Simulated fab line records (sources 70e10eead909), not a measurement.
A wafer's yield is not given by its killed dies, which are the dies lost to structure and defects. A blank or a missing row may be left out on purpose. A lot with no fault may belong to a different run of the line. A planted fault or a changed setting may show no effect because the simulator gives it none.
fab line records -- flow nandHarc
record: lots: 6, wafers: 18, lastDay: 23
route steps=1159 shown A_SLIT@792 A_SIN_REMOVE@804 END@1159
lots that met no fault: taken from a fault-free run of the same line
startH: the number of hours between the record's first day and the start of the first shown wafer of the lot -- waitH: hours elapsed since this lot's preceding step -- " unchanged from the row above -- L1.1+2: a row that stands for several wafers -- - either no value or no given start -- * or withheld: withheld -- < > ~ a bound
route shown NAME@n: NAME is a module with steps in the file, n the number in the route of the first one -- usual: mean/standard deviation of fault-free wafers -- same: alike in all rows -- chamber/n: place in a boat -- sites: per-site readings -- _std_site: their standard deviation -- _edge_site: outer sites' mean less inner sites' -- radiusMm: how far each site lies from the wafer's centre -- mask NAME#n: copy n -- behind: the tool/chamber that last shaped the wafer -- hold: why the lot was held/for how many hours/how that ended -- device: transistor that didn't switch, given as n, p or np -- end of line: at the end of the route, the tests of the same wafers -- for a step that has no rows: nothing shown but its recipe -- killed: not the wafer's yield, but the dies lost to structure and defects at the first sort -- map: the dies of a wafer, with x for killed, . for not killed, _ for no die there
set.NAME: the setting the step ran with; set.NAME@STEP: the setting that earlier step ran with -- model.NAME: the simulator's own value behind a step, which no gauge read
lots seen at some steps along the route; tables by step, rows by wafer
services: a tool's chamber out of use, with start hour (startH, from the record's first day; less than 0 if before it), hours out, and reason
== steps ==
step: NHARC_A_SLIT_INSPECT_11
usual: rawDefectCount: 20/8.7
lot.wafer,tool,chamber,startH,waitH,rawDefectCount
L412.4,defectInspect-02,-,325.28,0.0,7
L412.5,defectInspect-02,-,325.28,0.0,14
L412.6,defectInspect-02,-,325.28,0.0,15
L421.1,defectInspect-02,-,381.39,0.0,10
L421.2,defectInspect-02,-,381.39,0.0,6
L421.6,defectInspect-02,-,381.39,0.0,22
L420.1,defectInspect-02,-,389.04,0.0,13
L420.2,defectInspect-02,-,389.04,0.0,14
L420.3,defectInspect-02,-,389.04,0.0,17
L423.1,defectInspect-01,-,389.21,0.0,15
L423.4,defectInspect-01,-,389.21,0.0,11
L423.6,defectInspect-01,-,389.21,0.0,14
L426.2,defectInspect-01,-,401.03,0.0,29
L426.5,defectInspect-01,-,401.03,0.0,23
L426.6,defectInspect-01,-,401.03,0.0,32
L431.4,defectInspect-01,-,434.63,0.0,21
L431.5,defectInspect-01,-,434.63,0.0,18
L431.6,defectInspect-01,-,434.63,0.0,23
step: NHARC_A_SLIT_DESCUM_14
recipe: timeS: 3, o2FlowSccm: 200, arFlowSccm: 0, biasPowerW: 0, chemistry: O2
usual: drypumpMotorCurrentA: 5.7/0.47, oesProductAu: 1.001/0.014, rfVppV: 58.0/0.78, showerheadPlenumPTorr: 1.96/0.083, throttleValvePct: 11.310/0.0082
lot.wafer,tool,chamber,startH,waitH,drypumpMotorCurrentA,oesProductAu,rfHoursCounterH,rfVppV,showerheadPlenumPTorr,throttleValvePct
L412.4,rieDiel-07,0,325.36,0.1,5.2,1.004,7,56.6,1.80,11.308
L412.5,rieDiel-07,2,325.36,0.1,5.0,1.017,-,58.7,2.04,11.307
L412.6,rieDiel-07,3,325.36,0.1,6.5,0.968,-,58.9,2.03,11.310
L421.2,rieDiel-08,2,381.45,0.1,5.5,1.010,5,58.3,2.00,11.296
L421.1,rieDiel-08,1,381.45,0.1,6.2,1.001,5,57.3,1.84,11.292
L421.6,rieDiel-08,3,381.45,0.1,6.4,0.991,-,59.0,2.00,11.312
L420.2,rieDiel-11,1,389.10,0.1,6.0,0.989,1,57.7,1.96,11.297
L420.3,rieDiel-11,3,389.10,0.1,5.7,0.995,1,58.3,1.98,11.312
L420.1,rieDiel-11,0,389.10,0.1,5.6,1.001,1,56.1,1.85,11.316
L423.4,rieDiel-07,0,389.28,0.1,5.2,0.993,11,57.3,1.80,11.305
L423.1,rieDiel-07,2,389.28,0.1,5.0,1.017,10,58.2,2.04,11.323
L423.6,rieDiel-07,0,389.28,0.1,5.2,0.991,-,57.8,1.80,11.298
L426.2,rieDiel-11,1,401.09,0.1,6.0,0.985,2,57.5,1.96,11.291
L426.6,rieDiel-11,0,401.09,0.1,5.6,0.986,-,57.1,1.85,11.312
L426.5,rieDiel-11,1,401.09,0.1,6.0,0.985,-,58.5,1.96,11.315
L431.4,rieDiel-07,1,434.71,0.1,5.6,0.990,2,58.2,2.04,11.302
L431.6,rieDiel-07,3,434.71,0.1,6.5,0.998,-,58.0,2.03,11.312
L431.5,rieDiel-07,0,434.71,0.1,5.2,1.001,-,58.0,1.80,11.308
step: NHARC_A_SLIT_ETCH_24
recipe: targetDepthA: 1210, timeS: 60.5, cf4FlowSccm: 100, chf3FlowSccm: 30, arFlowSccm: 0, rfW: 500, biasW: 200, chemistry: CF4/CHF3
step: NHARC_A_SLIT_ETCH_15
recipe: targetDepthA: 32000, overEtchFrac: 0.3, timeS: 832, ionEnergyEv: 150, o2FlowSccm: 400, cosFlowSccm: 20, arFlowSccm: 0, rfW: 500, biasW: 300, chemistry: O2/COS
usual: biasW: 300.0/1, drypumpMotorCurrentA: 5.7/0.46, oesProductAu: 1.000/0.014, rfVppV: 315.2/2, showerheadPlenumPTorr: 3.19/0.13, throttleValvePct: 28.331/0.0093
lot.wafer,tool,chamber,startH,waitH,biasW,drypumpMotorCurrentA,oesProductAu,rfHoursCounterH,rfVppV,showerheadPlenumPTorr,throttleValvePct
L412.4,rieDiel-07,3,-,-,301.5,6.4,0.961,7,317.9,3.30,28.325
L412.5,rieDiel-07,0,-,-,299.5,5.2,0.993,-,311.5,2.95,28.334
L412.6,rieDiel-07,1,-,-,298.8,5.6,1.008,-,317.3,3.31,28.334
L421.2,rieDiel-08,3,-,-,299.2,6.5,0.997,5,316.3,3.26,28.327
L421.1,rieDiel-08,1,-,-,298.3,6.2,1.013,5,311.3,3.01,28.337
L421.6,rieDiel-08,2,-,-,298.5,5.5,1.003,-,316.2,3.25,28.340
L420.1,rieDiel-11,1,-,-,298.8,6.0,0.984,1,315.3,3.20,28.315
L420.2,rieDiel-11,3,-,-,301.6,5.7,1.004,1,316.5,3.22,28.330
L420.3,rieDiel-11,0,-,-,298.9,5.6,0.996,1,312.5,3.02,28.338
L423.4,rieDiel-07,3,-,-,300.5,6.5,0.970,11,315.9,3.30,28.302
L423.1,rieDiel-07,0,-,-,300.4,5.2,1.014,11,309.9,2.95,28.329
L423.6,rieDiel-07,0,-,-,299.5,5.2,1.012,-,312.1,2.95,28.321
L426.2,rieDiel-11,2,-,-,298.4,5.8,0.997,2,314.1,3.17,28.313
L426.6,rieDiel-11,3,-,-,300.0,5.8,0.992,-,315.4,3.22,28.326
L426.5,rieDiel-11,0,-,-,301.6,5.6,1.000,-,312.2,3.02,28.326
L431.4,rieDiel-07,2,-,-,300.1,5.0,1.019,2,317.2,3.32,28.318
L431.6,rieDiel-07,0,-,-,300.4,5.2,1.023,-,311.4,2.95,28.345
L431.5,rieDiel-07,1,-,-,300.1,5.6,1.011,-,316.8,3.31,28.340
step: NHARC_A_SLIT_ETCH_17
recipe: biasV: 900, sourceW: withheld, pressureMtorr: 20, arFlowSccm: 375, c4f8FlowSccm: 83.3, o2FlowSccm: 41.7, timeS: 1687.5, targetDepthA: 1.01e+05, chemistry: C4F8/O2/Ar
usual: drypumpMotorCurrentA: 5.7/0.35, showerheadPlenumPTorr: 3.73/0.085, throttleValvePct: 32.046/0.0081
lot.wafer,tool,chamber,startH,waitH,drypumpMotorCurrentA,rfHoursCounterH,showerheadPlenumPTorr,throttleValvePct
L412.4,harEtch-02,0,326.94,-,6.1,-,3.65,32.032
L412.6,harEtch-02,1,326.94,-,5.3,-,3.84,32.049
L412.5,harEtch-02,0,326.94,-,6.1,-,3.66,32.025
L421.1,harEtch-01,1,382.22,-,6.0,24,3.65,32.043
L421.2,harEtch-01,0,382.22,-,5.4,24,3.79,32.044
L421.6,harEtch-01,1,382.22,-,6.0,-,3.65,32.039
L420.1,harEtch-02,0,390.50,-,6.0,206,3.64,32.039
L420.2,harEtch-02,1,390.50,-,5.3,206,3.82,32.043
L420.3,harEtch-02,0,390.50,-,6.0,-,3.64,32.035
L423.1,harEtch-01,1,391.09,-,6.0,30,3.65,32.052
L423.4,harEtch-01,0,391.09,-,5.5,-,3.78,32.046
L423.6,harEtch-01,0,391.09,-,5.4,-,3.78,32.049
L426.2,harEtch-02,1,402.21,-,5.3,213,3.82,32.038
L426.5,harEtch-02,1,402.21,-,5.3,-,3.82,32.048
L426.6,harEtch-02,0,402.21,-,6.0,-,3.63,32.059
L431.4,harEtch-01,0,436.21,-,5.5,-,3.77,32.052
L431.5,harEtch-01,1,436.21,-,6.0,-,3.64,32.030
L431.6,harEtch-01,0,436.21,-,5.4,-,3.77,32.051
step: NHARC_A_SLIT_ETCH_26
recipe: biasV: 400, sourceW: 2000, pressureMtorr: 25, timeS: 90, arFlowSccm: 375, c4f8FlowSccm: 41.7, o2FlowSccm: 83.3, targetDepthA: 4000, chemistry: C4F8/O2/Ar
usual: drypumpMotorCurrentA: 5.7/0.35, showerheadPlenumPTorr: 3.76/0.087, throttleValvePct: 27.619/0.0088
lot.wafer,tool,chamber,startH,waitH,drypumpMotorCurrentA,rfHoursCounterH,showerheadPlenumPTorr,throttleValvePct
L412.4,harEtch-02,0,327.78,0.6,6.1,-,3.69,27.609
L412.6,harEtch-02,1,327.78,0.6,5.3,-,3.88,27.630
L412.5,harEtch-02,0,327.78,0.6,6.1,-,3.69,27.623
L421.1,harEtch-01,1,383.71,1.2,6.0,25,3.68,27.625
L421.2,harEtch-01,0,383.71,1.2,5.5,25,3.82,27.632
L421.6,harEtch-01,1,383.71,1.2,6.0,-,3.68,27.626
L420.1,harEtch-02,0,391.99,1.2,6.0,207,3.67,27.627
L420.2,harEtch-02,1,391.99,1.2,5.3,207,3.86,27.622
L420.3,harEtch-02,0,391.99,1.2,6.0,-,3.67,27.622
L423.1,harEtch-01,1,392.36,1.0,6.0,31,3.68,27.616
L423.4,harEtch-01,0,392.36,1.0,5.5,-,3.82,27.620
L423.6,harEtch-01,0,392.36,1.0,5.5,-,3.82,27.608
L426.2,harEtch-02,1,403.69,1.2,5.3,214,3.86,27.628
L426.5,harEtch-02,1,403.69,1.2,5.3,-,3.86,27.622
L426.6,harEtch-02,0,403.69,1.2,6.0,-,3.67,27.616
L431.4,harEtch-01,0,437.05,0.6,5.4,-,3.81,27.603
L431.5,harEtch-01,1,437.05,0.6,6.0,-,3.67,27.624
L431.6,harEtch-01,0,437.05,0.6,5.4,-,3.81,27.615
step: NHARC_A_SLIT_STRIP_28
recipe: o2FlowSccm: 400, cosFlowSccm: 20, arFlowSccm: 0, biasW: 0, chemistry: O2/COS
step: NHARC_A_SLIT_ETCH_29
recipe: targetDepthA: 1000, overetchA: 100, timeS: 55, ionEnergyEv: 100, cf4FlowSccm: 80, o2FlowSccm: 20, arFlowSccm: 0, rfW: 300, biasW: 100, chemistry: CF4/O2
usual: biasW: 99.95/0.3, drypumpMotorCurrentA: 5.8/0.38, oes_f_703_au: 1.000/0.0045, oesProductAu: 1.002/0.011, rfVppV: 198.4/1.3, showerheadPlenumPTorr: 1.36/0.052, throttleValvePct: 13.397/0.0089
lot.wafer,tool,chamber,startH,waitH,biasW,drypumpMotorCurrentA,oes_f_703_au,oesProductAu,rfHoursCounterH,rfVppV,showerheadPlenumPTorr,throttleValvePct
L412.4,rieDiel-11,0,328.32,0.1,100.69,5.6,1.001,1.017,8,198.7,1.29,13.393
L412.6,rieDiel-11,1,328.32,0.1,99.88,6.0,1.002,1.007,-,198.6,1.37,13.388
L412.5,rieDiel-11,2,328.32,0.1,100.28,5.8,0.997,1.003,-,197.8,1.36,13.415
L421.2,rieDiel-11,2,384.41,0.1,99.86,5.8,1.000,0.996,0,199.2,1.36,13.398
L421.1,rieDiel-11,1,384.41,0.1,99.86,6.0,0.997,0.994,0,197.4,1.37,13.394
L421.6,rieDiel-11,2,384.41,0.1,99.60,5.8,1.007,1.004,-,197.7,1.36,13.393
L420.2,rieDiel-08,3,392.61,0.1,100.03,6.4,0.999,0.998,6,200.5,1.40,13.412
L420.1,rieDiel-08,0,392.61,0.1,100.32,5.7,0.997,1.010,6,199.1,1.41,13.414
L420.3,rieDiel-08,1,392.61,0.1,100.39,6.1,1.009,0.985,6,197.8,1.29,13.401
L423.1,rieDiel-07,3,392.95,0.1,100.15,6.5,1.006,0.978,12,198.0,1.41,13.395
L423.4,rieDiel-07,0,392.95,0.1,99.96,5.2,0.999,0.993,12,196.1,1.26,13.403
L423.6,rieDiel-07,3,392.95,0.1,100.33,6.5,0.995,0.974,-,199.7,1.41,13.390
L426.2,rieDiel-07,3,404.32,0.1,99.73,6.5,0.999,0.976,12,197.8,1.41,13.393
L426.5,rieDiel-07,0,404.32,0.1,99.71,5.2,1.003,1.006,-,197.2,1.26,13.384
L426.6,rieDiel-07,1,404.32,0.1,99.91,5.6,1.000,1.002,-,199.8,1.42,13.398
L431.4,rieDiel-11,3,437.59,0.1,100.14,5.8,0.995,0.998,4,199.8,1.38,13.398
L431.6,rieDiel-11,1,437.59,0.1,100.10,6.0,1.002,0.990,-,199.6,1.37,13.420
L431.5,rieDiel-11,2,437.59,0.1,100.10,5.8,1.000,1.002,-,198.8,1.35,13.404
step: NHARC_A_SLIT_STRIP_18
recipe: o2FlowSccm: 500, arFlowSccm: 0, biasW: 0, chemistry: O2
step: NHARC_A_SLIT_PRECLEAN_19
recipe: timeS: *, tempC: 50, bathAgeMin: 0, chemistry: SC1
step: NHARC_A_SLIT_SRD_20
step: NHARC_A_SLIT_CD_MEAS_21
usual: cdNm: 290.0/1.2
lot.wafer,tool,chamber,startH,waitH,cdNm
L412.4,cdSem-01,-,328.86,-,288.7
L412.5,cdSem-01,-,328.86,-,290.0
L412.6,cdSem-01,-,328.86,-,289.1
L421.1,cdSem-02,-,384.94,-,288.4
L421.2,cdSem-02,-,384.94,-,290.4
L421.6,cdSem-02,-,384.94,-,290.3
L420.1,cdSem-01,-,393.16,-,290.9
L420.2,cdSem-01,-,393.16,-,290.8
L420.3,cdSem-01,-,393.16,-,291.7
L423.1,cdSem-01,-,393.52,0.1,287.6
L423.4,cdSem-01,-,393.52,0.1,289.2
L423.6,cdSem-01,-,393.52,0.1,287.0
L426.2,cdSem-02,-,404.88,0.1,289.8
L426.5,cdSem-02,-,404.88,0.1,290.3
L426.6,cdSem-02,-,404.88,0.1,288.9
L431.4,cdSem-03,-,438.13,-,291.6
L431.5,cdSem-03,-,438.13,-,290.2
L431.6,cdSem-03,-,438.13,-,288.6
step: NHARC_A_SIN_REMOVE_WET_00
recipe: tempC: 160, timeS: 15300, chemistry: H3PO4
usual: bathGuardTempC: 159.93/0.27, bathHeatDutyPct: 25.4/1.6
lot.wafer,tool,chamber,startH,waitH,bathGuardTempC,bathHeatDutyPct
L412.4,wetH3po4-01,1,331.59,2.7,159.99,27.0
L412.5,wetH3po4-01,1,331.59,2.7,159.95,26.9
L412.6,wetH3po4-01,1,331.59,2.7,160.23,26.4
L421.1,wetH3po4-02,1,387.33,2.4,160.55,24.5
L421.2,wetH3po4-02,1,387.33,2.4,160.19,24.9
L421.6,wetH3po4-02,1,387.33,2.4,160.31,24.5
L420.1,wetH3po4-01,0,395.89,2.7,-,-
L420.2,wetH3po4-01,0,395.89,2.7,-,-
L420.3,wetH3po4-01,0,395.89,2.7,-,-
L423.1,wetH3po4-01,0,395.89,2.4,-,-
L423.4,wetH3po4-01,0,395.89,2.4,-,-
L423.6,wetH3po4-01,0,395.89,2.4,-,-
L426.2,wetH3po4-02,0,406.88,2.0,159.75,22.3
L426.5,wetH3po4-02,0,406.88,2.0,159.82,23.9
L426.6,wetH3po4-02,0,406.88,2.0,159.44,24.2
L431.4,wetH3po4-01,1,440.68,2.5,160.01,28.6
L431.5,wetH3po4-01,1,440.68,2.5,159.91,28.7
L431.6,wetH3po4-01,1,440.68,2.5,159.90,27.6
step: NHARC_A_SIN_REMOVE_PRECLEAN_01
recipe: timeS: *, tempC: 50, bathAgeMin: 0, chemistry: SC1
step: NHARC_END_SORT_01
recipe: tempC: 25
usual: killedAtArray: 28/11, killedAtOther: 0.5/0.87, killedAtPeriphery: 2.9/2.2, killedDies: 32/11, killedOpen: 3.2/1.9, killedShort: 1.8/1.4
same: grossDies: 677
lot.wafer,tool,chamber,startH,waitH,killedAtArray,killedAtOther,killedAtPeriphery,killedDies,killedOpen,killedShort
L412.4,prober-01,0,449.85,3.4,20,0,5,25,3,1
L412.5,prober-01,0,450.65,3.7,20,1,2,23,2,2
L412.6,prober-01,0,451.46,4.0,29,0,2,31,1,0
L421.1,prober-02,0,499.08,2.5,22,1,2,25,7,2
L421.2,prober-02,0,499.88,2.8,14,0,2,16,3,3
L423.1,prober-02,0,506.85,2.5,11,1,3,15,3,1
L423.4,prober-02,0,509.24,3.4,16,0,1,17,3,1
L423.6,prober-02,0,510.83,4.0,17,1,6,24,5,2
L420.1,prober-01,0,508.53,2.5,28,0,9,37,5,3
L420.2,prober-01,0,509.32,2.8,34,0,3,37,2,4
L420.3,prober-01,0,510.10,3.1,25,0,5,30,3,2
killed by level:class
L412.4 A_SLIT:chamberFilmFlake=11 P_ZERO_WELL:chamberFilmFlake=4 A_WL_FILL:chamberFilmFlake=2 A_CONTACT:chamberFilmFlake=2 P_CONTACT:geometricParticle:open=1 A_ONON_D1:geometricParticle:open=1 A_CHANNEL_FILL_D1:geometricParticle:open=1 A_CHANNEL_FILL_D1:geometricParticle:short=1
L412.5 A_SLIT:chamberFilmFlake=7 A_WL_FILL:chamberFilmFlake=5 A_ZERO_WELL:chamberFilmFlake=2 P_CONTACT:geometricParticle:open=1 A_CHANNEL_FILL_D1:geometricParticle:short=1 A_CONTACT:geometricParticle:open=1 A_BLC:geometricParticle:short=1 P_GATE:chamberFilmFlake=1
L412.6 A_SLIT:chamberFilmFlake=13 A_WL_FILL:chamberFilmFlake=6 A_CONTACT:chamberFilmFlake=4 P_ZERO_WELL:chamberFilmFlake=2 A_STAIRCASE:chamberFilmFlake=2 A_CHANNEL_HOLE_D1:geometricParticle:open=1 A_ZERO_WELL:chamberFilmFlake=1 A_CHANNEL_FILL_D1:chamberFilmFlake=1
L421.1 A_CONTACT:chamberFilmFlake=6 A_CHANNEL_HOLE_D1:chamberFilmFlake=5 P_CONTACT:geometricParticle:short=2 A_SLIT:geometricParticle:open=2 A_STAIRCASE:chamberFilmFlake=2 A_CHANNEL_HOLE_D1:geometricParticle:open=1 A_CHANNEL_FILL_D1:geometricParticle:open=1 A_SGD_CUT:geometricParticle:open=1
L421.2 A_WL_FILL:chamberFilmFlake=4 P_GATE:geometricParticle:open=2 A_WL_FILL:geometricParticle:short=2 A_STAIRCASE:chamberFilmFlake=2 A_CONTACT:chamberFilmFlake=2 A_SOURCE_PLATE:geometricParticle:open=1 A_CHANNEL_FILL_D1:geometricParticle:short=1 A_ZERO_WELL:chamberFilmFlake=1
L423.1 A_CHANNEL_HOLE_D1:chamberFilmFlake=4 A_STAIRCASE:chamberFilmFlake=3 P_GATE:geometricParticle:short=1 P_GATE:geometricParticle:open=1 A_CHANNEL_FILL_D1:geometricParticle:open=1 A_WL_FILL:geometricParticle:open=1 P_GATE:chamberFilmFlake=1 A_CHANNEL_FILL_D1:chamberFilmFlake=1
L420.1 A_SLIT:chamberFilmFlake=13 P_M2:chamberFilmFlake=6 A_CHANNEL_HOLE_D1:chamberFilmFlake=3 A_CONTACT:chamberFilmFlake=3 A_STAIRCASE:chamberFilmFlake=2 A_M1:chamberFilmFlake=2 P_GATE:geometricParticle:open=1 P_CONTACT:geometricParticle:open=1
L423.4 A_CHANNEL_HOLE_D1:chamberFilmFlake=5 A_STAIRCASE:chamberFilmFlake=4 A_CONTACT:chamberFilmFlake=2 A_CHANNEL_FILL_D1:geometricParticle:open=1 A_CONTACT:geometricParticle:short=1 A_CONTACT:geometricParticle:open=1 A_M0:geometricParticle:open=1 P_BONDPAD:chamberFilmFlake=1
L420.2 A_SLIT:chamberFilmFlake=12 A_CHANNEL_HOLE_D1:chamberFilmFlake=5 A_STAIRCASE:chamberFilmFlake=5 A_CONTACT:chamberFilmFlake=4 A_ONON_D1:geometricParticle:short=3 A_M1:chamberFilmFlake=3 P_M0:geometricParticle:open=1 A_CHANNEL_FILL_D1:geometricParticle:short=1
L420.3 A_SLIT:chamberFilmFlake=12 A_CHANNEL_HOLE_D1:chamberFilmFlake=4 A_STAIRCASE:chamberFilmFlake=3 P_STI:chamberFilmFlake=2 P_CONTACT:geometricParticle:open=1 P_M0:geometricParticle:open=1 A_WL_FILL:geometricParticle:short=1 A_BLC:geometricParticle:short=1
L423.6 A_STAIRCASE:chamberFilmFlake=7 A_CHANNEL_HOLE_D1:chamberFilmFlake=4 P_ZERO_WELL:chamberFilmFlake=3 A_WL_FILL:chamberFilmFlake=2 P_GATE:geometricParticle:short=1 P_CONTACT:geometricParticle:open=1 P_M1:geometricParticle:open=1 A_CHANNEL_FILL_D1:geometricParticle:short=1
== services ==
tool,chamber,startH,hours,kind
rieDiel-08,-,301.88,9.0,pm
harEtch-01,-,305.00,17.0,pm
rieDiel-07,0,310.83,-,clean
rieDiel-07,1,310.83,-,clean
rieDiel-07,2,310.83,-,clean
rieDiel-07,3,310.83,-,clean
rieDiel-07,0,335.33,-,clean
rieDiel-07,1,335.33,-,clean
rieDiel-07,2,335.33,-,clean
rieDiel-07,3,335.33,-,clean
rieDiel-07,0,337.77,2.5,repair
harEtch-01,-,348.37,9.2,repair
wetH3po4-02,-,356.00,8.0,pm
rieDiel-07,0,359.83,-,clean
rieDiel-07,1,359.83,-,clean
rieDiel-07,2,359.83,-,clean
rieDiel-07,3,359.83,-,clean
harEtch-01,-,360.46,6.3,repair
rieDiel-11,-,366.56,9.0,pm
rieDiel-07,0,384.33,-,clean
rieDiel-07,1,384.33,-,clean
harEtch-02,-,394.84,3.2,repair
rieDiel-07,-,405.33,9.0,pm
rieDiel-11,1,426.77,4.2,repair
== key ==
firstSign: step: NHARC_A_SIN_REMOVE_WET_00, reading: toolRecord, direction: missing
effect none on later readings
metAt NHARC_A_SIN_REMOVE_WET_00
struckWafers L420.1,L420.2,L420.3,L423.1,L423.4,L423.6
testerLeftOut L420,L423
onsetBetween 331.59 395.89
fault: kind: skippedStepWhole, tool: wetH3po4-01, chamber: -, onsetH: 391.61, steps: NHARC_A_SIN_REMOVE_WET_00, scope: struckLotsOnly
testerLeftOut: of these lots the tester's yield and bins aren't shown, on N5 and GAA mostly nor the transistor test; their killed dies are dies lost to structure and defects alone, not to doping, threshold or leakage, so they don't give the yield
